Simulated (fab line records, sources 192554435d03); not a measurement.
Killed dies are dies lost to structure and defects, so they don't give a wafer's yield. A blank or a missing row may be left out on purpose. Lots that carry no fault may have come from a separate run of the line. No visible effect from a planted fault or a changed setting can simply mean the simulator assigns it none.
Which tool did it? || flow n5 finfet || Sampling: 9 lots, 27 wafers, 5 of 1938 route steps

WHAT THE GAUGES READ, wafer by wafer
N5_BEOL_M4_RC_MEAS_101. Usual: DIBL_N 36.6 mV/V, standard deviation 1.9; DIBL_P 36.7 mV/V, standard deviation 2.2; IOFF_N 0.16 nA/um, standard deviation 0.035; IOFF_P 0.22 nA/um, standard deviation 0.038; ION_N 672 uA/um, standard deviation 14; ION_P 462 uA/um, standard deviation 8.3; SS_N 71.6 mV/dec, standard deviation 0.65; SS_P 73.5 mV/dec, standard deviation 0.72; VT_N 250 mV, standard deviation 3.5; VT_P -250 mV, standard deviation 3.1.
{"lot": "L426", "measured": "day 9 11:10", "on": "prober-01", "DIBL_N (mV/V)": "39.2 37.5 33.2", "DIBL_P (mV/V)": "40.5 39.0 32.6", "IOFF_N (nA/um)": "0.22 0.17 0.10", "IOFF_P (nA/um)": "0.34 0.29 0.18", "ION_N (uA/um)": "686 677 646", "ION_P (uA/um)": "483 471 455", "SS_N (mV/dec)": "71.1 71.0 69.9", "SS_P (mV/dec)": "74.5 73.9 72.5", "VT_N (mV)": "243 247 255", "VT_P (mV)": "-239 -244 -252", "flag": ""}
{"lot": "L428", "measured": "day 10 02:23", "on": "prober-02", "DIBL_N (mV/V)": "37.3 33.2 34.2", "DIBL_P (mV/V)": "37.3 32.7 34.5", "IOFF_N (nA/um)": "0.16 0.11 0.13", "IOFF_P (nA/um)": "0.25 0.18 0.20", "ION_N (uA/um)": "690 685 676", "ION_P (uA/um)": "480 474 477", "SS_N (mV/dec)": "71.2 70.0 70.5", "SS_P (mV/dec)": "73.6 72.5 72.5", "VT_N (mV)": "248 253 251", "VT_P (mV)": "-247 -250 -249", "flag": ""}
{"lot": "L430", "measured": "day 9 15:41", "on": "prober-02", "DIBL_N (mV/V)": "36.5 34.4 33.4", "DIBL_P (mV/V)": "36.7 34.7 32.6", "IOFF_N (nA/um)": "0.15 0.12 0.11", "IOFF_P (nA/um)": "0.19 0.16 0.14", "ION_N (uA/um)": "653 667 650", "ION_P (uA/um)": "448 453 442", "SS_N (mV/dec)": "71.6 71.0 70.7", "SS_P (mV/dec)": "73.3 72.7 71.6", "VT_N (mV)": "254 254 257", "VT_P (mV)": "-258 -257 -257", "flag": ""}
{"lot": "L434", "measured": "day 10 22:46", "on": "prober-01", "DIBL_N (mV/V)": "36.2 36.9 35.3", "DIBL_P (mV/V)": "36.5 37.1 35.5", "IOFF_N (nA/um)": "0.14 0.16 0.13", "IOFF_P (nA/um)": "0.21 0.23 0.20", "ION_N (uA/um)": "674 673 674", "ION_P (uA/um)": "459 467 465", "SS_N (mV/dec)": "71.4 71.7 71.0", "SS_P (mV/dec)": "73.3 74.2 73.5", "VT_N (mV)": "256 251 251", "VT_P (mV)": "-252 -245 -250", "flag": ""}
{"lot": "L436", "measured": "day 11 17:17", "on": "prober-02", "DIBL_N (mV/V)": "34.1 33.8 33.7", "DIBL_P (mV/V)": "33.4 32.8 32.6", "IOFF_N (nA/um)": "0.13 0.12 0.12", "IOFF_P (nA/um)": "0.17 0.16 0.16", "ION_N (uA/um)": "650 656 642", "ION_P (uA/um)": "448 454 439", "SS_N (mV/dec)": "71.7 71.4 71.3", "SS_P (mV/dec)": "72.8 72.9 72.9", "VT_N (mV)": "254 256 258", "VT_P (mV)": "-253 -253 -251", "flag": ""}
{"lot": "L442", "measured": "day 13 03:19", "on": "prober-01", "DIBL_N (mV/V)": "39.2 35.6 38.9", "DIBL_P (mV/V)": "40.6 36.4 40.4", "IOFF_N (nA/um)": "0.22 0.15 0.22", "IOFF_P (nA/um)": "0.29 0.21 0.30", "ION_N (uA/um)": "673 656 672", "ION_P (uA/um)": "462 456 467", "SS_N (mV/dec)": "72.4 71.5 73.0", "SS_P (mV/dec)": "74.8 72.8 74.9", "VT_N (mV)": "247 253 244", "VT_P (mV)": "-244 -249 -247", "flag": ""}
{"lot": "L445", "measured": "day 13 09:16", "on": "prober-02", "DIBL_N (mV/V)": "41.3 35.1 36.6", "DIBL_P (mV/V)": "42.0 35.6 36.8", "IOFF_N (nA/um)": "0.27 0.14 0.16", "IOFF_P (nA/um)": "0.32 0.21 0.21", "ION_N (uA/um)": "695 663 676", "ION_P (uA/um)": "467 457 462", "SS_N (mV/dec)": "73.0 71.1 71.7", "SS_P (mV/dec)": "74.4 73.1 73.4", "VT_N (mV)": "244 251 250", "VT_P (mV)": "-245 -249 -251", "flag": ""}
{"lot": "L447", "measured": "day 14 14:19", "on": "prober-02", "DIBL_N (mV/V)": "38.1 35.2 35.7", "DIBL_P (mV/V)": "37.1 34.2 34.4", "IOFF_N (nA/um)": "0.19 0.14 0.14", "IOFF_P (nA/um)": "0.25 0.19 0.21", "ION_N (uA/um)": "669 680 678", "ION_P (uA/um)": "458 466 474", "SS_N (mV/dec)": "71.4 71.2 71.6", "SS_P (mV/dec)": "73.8 72.6 73.6", "VT_N (mV)": "249 251 249", "VT_P (mV)": "-248 -250 -248", "flag": ""}
{"lot": "L449", "measured": "day 14 16:10", "on": "prober-01", "DIBL_N (mV/V)": "37.0 36.8 38.7", "DIBL_P (mV/V)": "38.4 38.0 39.6", "IOFF_N (nA/um)": "0.17 0.17 0.20", "IOFF_P (nA/um)": "0.22 0.24 0.26", "ION_N (uA/um)": "674 676 694", "ION_P (uA/um)": "467 459 470", "SS_N (mV/dec)": "71.4 72.2 72.2", "SS_P (mV/dec)": "73.3 74.1 73.6", "VT_N (mV)": "251 248 249", "VT_P (mV)": "-250 -248 -248", "flag": ""}

WHICH TOOL RAN EACH LOT (tool, then ch and the chambers of the sampled wafers, then the start)
{"lot": "L426", "N5_DUMMY_GATE_ETCH_44": "rie si-04 ch 0,2,3, day 3 03:54", "N5_SPACER0_ALD_07": "ald sin-04 ch 0,2,3, day 3 04:20", "N5_SD_EPI_N_ETCHBACK_44": "rie diel-05 ch 0,1,2, day 3 05:48", "N5_SD_EPI_N_VAPOR_ETCH_50": "epi rpcvd-04 ch 0, day 3 06:55"}
{"lot": "L428", "N5_DUMMY_GATE_ETCH_44": "rie si-01 ch 0,2,3, day 3 15:44", "N5_SPACER0_ALD_07": "ald sin-01 ch 0,3, day 3 16:10", "N5_SD_EPI_N_ETCHBACK_44": "rie diel-04 ch 1,2,3, day 3 17:44", "N5_SD_EPI_N_VAPOR_ETCH_50": "epi rpcvd-02 ch 0, day 3 18:50"}
{"lot": "L430", "N5_DUMMY_GATE_ETCH_44": "rie si-03 ch 1,3, day 4 01:45", "N5_SPACER0_ALD_07": "ald sin-01 ch 0,1,3, day 4 02:11", "N5_SD_EPI_N_ETCHBACK_44": "rie diel-02 ch 0,1,2, day 4 03:39", "N5_SD_EPI_N_VAPOR_ETCH_50": "epi rpcvd-02 ch 0, day 4 04:44"}
{"lot": "L434", "N5_DUMMY_GATE_ETCH_44": "rie si-04 ch 1,2, day 5 00:23", "N5_SPACER0_ALD_07": "ald sin-04 ch 0,1, day 5 00:49", "N5_SD_EPI_N_ETCHBACK_44": "rie diel-04 ch 0,2,3, day 5 02:10", "N5_SD_EPI_N_VAPOR_ETCH_50": "epi rpcvd-04 ch 0, day 5 03:19"}
{"lot": "L436", "N5_DUMMY_GATE_ETCH_44": "rie si-04 ch 1,2, day 5 10:55", "N5_SPACER0_ALD_07": "ald sin-04 ch 0,2, day 5 11:22", "N5_SD_EPI_N_ETCHBACK_44": "rie diel-02 ch 0,2,3, day 5 12:43", "N5_SD_EPI_N_VAPOR_ETCH_50": "epi rpcvd-01 ch 0, day 5 13:55"}
{"lot": "L442", "N5_DUMMY_GATE_ETCH_44": "rie si-01 ch 1,2,3, day 6 22:25", "N5_SPACER0_ALD_07": "ald sin-04 ch 0,1,3, day 6 22:51", "N5_SD_EPI_N_ETCHBACK_44": "rie diel-04 ch 0,3, day 7 00:12", "N5_SD_EPI_N_VAPOR_ETCH_50": "epi rpcvd-04 ch 0, day 7 01:29"}
{"lot": "L445", "N5_DUMMY_GATE_ETCH_44": "rie si-01 ch 0,1, day 7 16:23", "N5_SPACER0_ALD_07": "ald sin-04 ch 0,1,2, day 7 16:53", "N5_SD_EPI_N_ETCHBACK_44": "rie diel-04 ch 0,2,3, day 7 18:29", "N5_SD_EPI_N_VAPOR_ETCH_50": "epi rpcvd-01 ch 0, day 7 19:58"}
{"lot": "L447", "N5_DUMMY_GATE_ETCH_44": "rie si-04 ch 1,2, day 8 06:51", "N5_SPACER0_ALD_07": "ald sin-01 ch 0,2,3, day 8 08:02", "N5_SD_EPI_N_ETCHBACK_44": "rie diel-02 ch 0,1, day 8 09:30", "N5_SD_EPI_N_VAPOR_ETCH_50": "epi rpcvd-02 ch 0, day 8 10:35"}
{"lot": "L449", "N5_DUMMY_GATE_ETCH_44": "rie si-01 ch 1,2,3, day 8 17:32", "N5_SPACER0_ALD_07": "ald sin-04 ch 0,1,2, day 8 18:22", "N5_SD_EPI_N_ETCHBACK_44": "rie diel-02 ch 1,2, day 8 19:43", "N5_SD_EPI_N_VAPOR_ETCH_50": "epi rpcvd-02 ch 0, day 8 20:52"}
- N5_DUMMY_GATE_ETCH_44: etches poly-Si in HBr/O2, stops on SiO2, target depth 127.5 nm.
- N5_SPACER0_ALD_07: deposits SiNx, target thk 2 nm.
- N5_SD_EPI_N_ETCHBACK_44: etches SiNx in CH3F/O2, stops on SiO2, target depth 14.5 nm.
- N5_SD_EPI_N_VAPOR_ETCH_50: etches Si in HCl, time 54 s.

WHAT THE TOOLS THEMSELVES READ (means of the sampled wafers that have a number; where no wafer has one, the mark that the record gives instead)
N5_DUMMY_GATE_ETCH_44. Usual: drypump motor current A 5.9 A, standard deviation 0.55; oes product au 0.724 a.u., standard deviation 0.012; throttle valve pct 18.52 %, standard deviation 0.21.
{"lot": "L426", "tool": "rie si-04", "drypump motor current A (A)": 6.2, "oes product au (a.u.)": 0.739, "throttle valve pct (%)": 18.57, "flag": ""}
{"lot": "L428", "tool": "rie si-01", "drypump motor current A (A)": 6.2, "oes product au (a.u.)": 0.720, "throttle valve pct (%)": 18.62, "flag": ""}
{"lot": "L430", "tool": "rie si-03", "drypump motor current A (A)": 6.4, "oes product au (a.u.)": 0.727, "throttle valve pct (%)": 18.82, "flag": ""}
{"lot": "L434", "tool": "rie si-04", "drypump motor current A (A)": 6.1, "oes product au (a.u.)": 0.733, "throttle valve pct (%)": 18.58, "flag": ""}
{"lot": "L436", "tool": "rie si-04", "drypump motor current A (A)": 6.2, "oes product au (a.u.)": 0.737, "throttle valve pct (%)": 18.55, "flag": ""}
{"lot": "L442", "tool": "rie si-01", "drypump motor current A (A)": 5.6, "oes product au (a.u.)": 0.722, "throttle valve pct (%)": 18.45, "flag": ""}
{"lot": "L445", "tool": "rie si-01", "drypump motor current A (A)": 5.4, "oes product au (a.u.)": 0.717, "throttle valve pct (%)": 18.28, "flag": ""}
{"lot": "L447", "tool": "rie si-04", "drypump motor current A (A)": 6.2, "oes product au (a.u.)": 0.739, "throttle valve pct (%)": 18.54, "flag": ""}
{"lot": "L449", "tool": "rie si-01", "drypump motor current A (A)": 5.6, "oes product au (a.u.)": 0.714, "throttle valve pct (%)": 18.45, "flag": ""}

N5_SPACER0_ALD_07. Usual: heater power w 833 W, standard deviation 73.
{"lot": "L426", "tool": "ald sin-04", "heater power w (W)": 787, "flag": ""}
{"lot": "L428", "tool": "ald sin-01", "heater power w (W)": 948, "flag": ""}
{"lot": "L430", "tool": "ald sin-01", "heater power w (W)": 916, "flag": ""}
{"lot": "L434", "tool": "ald sin-04", "heater power w (W)": 796, "flag": ""}
{"lot": "L436", "tool": "ald sin-04", "heater power w (W)": 811, "flag": ""}
{"lot": "L442", "tool": "ald sin-04", "heater power w (W)": 775, "flag": ""}
{"lot": "L445", "tool": "ald sin-04", "heater power w (W)": 804, "flag": ""}
{"lot": "L447", "tool": "ald sin-01", "heater power w (W)": 899, "flag": ""}
{"lot": "L449", "tool": "ald sin-04", "heater power w (W)": 795, "flag": ""}

N5_SD_EPI_N_ETCHBACK_44. Usual: CH3F_flow_sccm 29.99 sccm, standard deviation 0.095; drypump motor current A 5.8 A, standard deviation 0.42; oes product au 0.64 a.u., standard deviation 0.041; rf vpp V 299 V, standard deviation 5.5; showerhead plenum p Torr 2.01 Torr, standard deviation 0.077; throttle valve pct 16.39 %, standard deviation 0.24.
{"lot": "L426", "tool": "rie diel-05", "CH3F_flow_sccm (sccm)": 29.94, "drypump motor current A (A)": 5.9, "oes product au (a.u.)": 0.63, "rf vpp V (V)": 302, "showerhead plenum p Torr (Torr)": 1.99, "throttle valve pct (%)": 16.43, "flag": ""}
{"lot": "L428", "tool": "rie diel-04", "CH3F_flow_sccm (sccm)": 29.94, "drypump motor current A (A)": 5.7, "oes product au (a.u.)": 0.64, "rf vpp V (V)": 297, "showerhead plenum p Torr (Torr)": 2.03, "throttle valve pct (%)": 16.54, "flag": ""}
{"lot": "L430", "tool": "rie diel-02", "CH3F_flow_sccm (sccm)": 30.02, "drypump motor current A (A)": 6.0, "oes product au (a.u.)": 0.67, "rf vpp V (V)": 301, "showerhead plenum p Torr (Torr)": 2.03, "throttle valve pct (%)": 16.32, "flag": ""}
{"lot": "L434", "tool": "rie diel-04", "CH3F_flow_sccm (sccm)": 30.01, "drypump motor current A (A)": 5.8, "oes product au (a.u.)": 0.66, "rf vpp V (V)": 293, "showerhead plenum p Torr (Torr)": 1.98, "throttle valve pct (%)": 16.29, "flag": ""}
{"lot": "L436", "tool": "rie diel-02", "CH3F_flow_sccm (sccm)": 29.97, "drypump motor current A (A)": 5.7, "oes product au (a.u.)": 0.66, "rf vpp V (V)": 304, "showerhead plenum p Torr (Torr)": 2.00, "throttle valve pct (%)": 16.28, "flag": ""}
{"lot": "L442", "tool": "rie diel-04", "CH3F_flow_sccm (sccm)": 30.00, "drypump motor current A (A)": 5.6, "oes product au (a.u.)": 0.63, "rf vpp V (V)": 291, "showerhead plenum p Torr (Torr)": 1.98, "throttle valve pct (%)": 16.21, "flag": ""}
{"lot": "L445", "tool": "rie diel-04", "CH3F_flow_sccm (sccm)": 29.97, "drypump motor current A (A)": 5.8, "oes product au (a.u.)": 0.63, "rf vpp V (V)": 292, "showerhead plenum p Torr (Torr)": 1.97, "throttle valve pct (%)": 16.33, "flag": ""}
{"lot": "L447", "tool": "rie diel-02", "CH3F_flow_sccm (sccm)": 30.03, "drypump motor current A (A)": 5.8, "oes product au (a.u.)": 0.61, "rf vpp V (V)": 296, "showerhead plenum p Torr (Torr)": 2.00, "throttle valve pct (%)": 16.47, "flag": ""}
{"lot": "L449", "tool": "rie diel-02", "CH3F_flow_sccm (sccm)": 30.06, "drypump motor current A (A)": 6.2, "oes product au (a.u.)": 0.68, "rf vpp V (V)": 302, "showerhead plenum p Torr (Torr)": 2.10, "throttle valve pct (%)": 16.36, "flag": ""}

N5_SD_EPI_N_VAPOR_ETCH_50. Usual: throttle valve pct 11.88 %, standard deviation 0.29.
{"lot": "L426", "tool": "epi rpcvd-04", "throttle valve pct (%)": 11.64, "flag": ""}
{"lot": "L428", "tool": "epi rpcvd-02", "throttle valve pct (%)": 12.13, "flag": ""}
{"lot": "L430", "tool": "epi rpcvd-02", "throttle valve pct (%)": 12.06, "flag": ""}
{"lot": "L434", "tool": "epi rpcvd-04", "throttle valve pct (%)": 11.59, "flag": ""}
{"lot": "L436", "tool": "epi rpcvd-01", "throttle valve pct (%)": 11.97, "flag": ""}
{"lot": "L442", "tool": "epi rpcvd-04", "throttle valve pct (%)": 11.52, "flag": ""}
{"lot": "L445", "tool": "epi rpcvd-01", "throttle valve pct (%)": 12.14, "flag": ""}
{"lot": "L447", "tool": "epi rpcvd-02", "throttle valve pct (%)": 12.26, "flag": ""}
{"lot": "L449", "tool": "epi rpcvd-02", "throttle valve pct (%)": 12.15, "flag": ""}

THE ANSWER, worked out from the rows above alone
Rule: take the mean of a lot's wafers that have a number; if it is more than 3 standard deviations from the usual mean, the lot is off. A lot without any number at a reading at which 4 lots or more have one is off too. Any other lot the step has rows for is counted as sound. First the gauges in route order, then the tools' own readings, where a lot's mean is used as printed above. The first step at which some lot is off is used, and at that step the reading that is off furthest; a lot without a number counts as furthest.
Nothing can be told from this: no lot is off at any reading shown.

WHAT THE SIMULATOR HAD PUT IN
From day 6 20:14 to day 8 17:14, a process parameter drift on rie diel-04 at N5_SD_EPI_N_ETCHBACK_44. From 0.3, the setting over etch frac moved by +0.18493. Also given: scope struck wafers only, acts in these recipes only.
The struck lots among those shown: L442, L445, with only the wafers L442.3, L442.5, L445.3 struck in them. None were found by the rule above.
